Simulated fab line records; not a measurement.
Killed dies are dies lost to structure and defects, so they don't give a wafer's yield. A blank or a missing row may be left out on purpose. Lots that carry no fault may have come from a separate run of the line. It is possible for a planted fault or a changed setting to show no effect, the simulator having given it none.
Chamber matching || flow nandHarc || 4 sister chambers for NHARC_A_STAIRCASE_TRIM_12 on rieDiel-13
The step chemistry O2, time 211.2 s. 8 wafers are shown with their chamber, then 8 later ones without.

WAFERS PAIRED WITH THEIR CHAMBERS
{"wafer": "L081.5", "chamber": 2, "showerheadPlenumPTorr (Torr)": 3.55, "drypumpMotorCurrentA (A)": 5.6}
{"wafer": "L083.3", "chamber": 1, "showerheadPlenumPTorr (Torr)": 3.73, "drypumpMotorCurrentA (A)": 5.9}
{"wafer": "L083.6", "chamber": 3, "showerheadPlenumPTorr (Torr)": 3.56, "drypumpMotorCurrentA (A)": 6.0}
{"wafer": "L085.3", "chamber": 2, "showerheadPlenumPTorr (Torr)": 3.54, "drypumpMotorCurrentA (A)": 5.5}
{"wafer": "L085.4", "chamber": 3, "showerheadPlenumPTorr (Torr)": 3.55, "drypumpMotorCurrentA (A)": 5.9}
{"wafer": "L088.3", "chamber": 1, "showerheadPlenumPTorr (Torr)": 3.72, "drypumpMotorCurrentA (A)": 5.9}
{"wafer": "L088.6", "chamber": 0, "showerheadPlenumPTorr (Torr)": 3.58, "drypumpMotorCurrentA (A)": 5.3}
{"wafer": "L093.1", "chamber": 0, "showerheadPlenumPTorr (Torr)": 3.58, "drypumpMotorCurrentA (A)": 5.3}

WAFERS WITH NO CHAMBER GIVEN
{"wafer": "L093.5", "showerheadPlenumPTorr (Torr)": 3.72, "drypumpMotorCurrentA (A)": 5.9}
{"wafer": "L093.6", "showerheadPlenumPTorr (Torr)": 3.58, "drypumpMotorCurrentA (A)": 5.3}
{"wafer": "L091.3", "showerheadPlenumPTorr (Torr)": 3.54, "drypumpMotorCurrentA (A)": 5.9}
{"wafer": "L091.4", "showerheadPlenumPTorr (Torr)": 3.71, "drypumpMotorCurrentA (A)": 5.9}
{"wafer": "L091.5", "showerheadPlenumPTorr (Torr)": 3.53, "drypumpMotorCurrentA (A)": 5.5}
{"wafer": "L096.2", "showerheadPlenumPTorr (Torr)": 3.53, "drypumpMotorCurrentA (A)": 5.6}
{"wafer": "L096.3", "showerheadPlenumPTorr (Torr)": 3.54, "drypumpMotorCurrentA (A)": 5.9}
{"wafer": "L096.4", "showerheadPlenumPTorr (Torr)": 3.71, "drypumpMotorCurrentA (A)": 5.9}

THE CHAMBER EACH PASSED THROUGH
{"wafer": "L093.5", "from the rows above": 1, "in truth": 1}
{"wafer": "L093.6", "from the rows above": 0, "in truth": 0}
{"wafer": "L091.3", "from the rows above": 3, "in truth": 3}
{"wafer": "L091.4", "from the rows above": 1, "in truth": 1}
{"wafer": "L091.5", "from the rows above": 2, "in truth": 2}
{"wafer": "L096.2", "from the rows above": 2, "in truth": 2}
{"wafer": "L096.3", "from the rows above": 3, "in truth": 3}
{"wafer": "L096.4", "from the rows above": 1, "in truth": 1}
Correctly placed: 8 of 8. Number that these rows cannot place: 0. Number placed wrongly: 0.
How it was worked out, from the rows above alone: a wafer's distance from a chamber is the root of the sum, over the readings, of the square of ((its reading less the chamber's mean) divided by the reading's scatter). If the next closest chamber is less than 2 further off than the closest, the wafer can't be placed; otherwise it belongs to the closest. Each chamber's mean is taken over the wafers shown for it. The scatter: take each reading less its chamber's mean, square it, sum over the shown wafers, divide by the number of wafers less the number of chambers, and take the root.
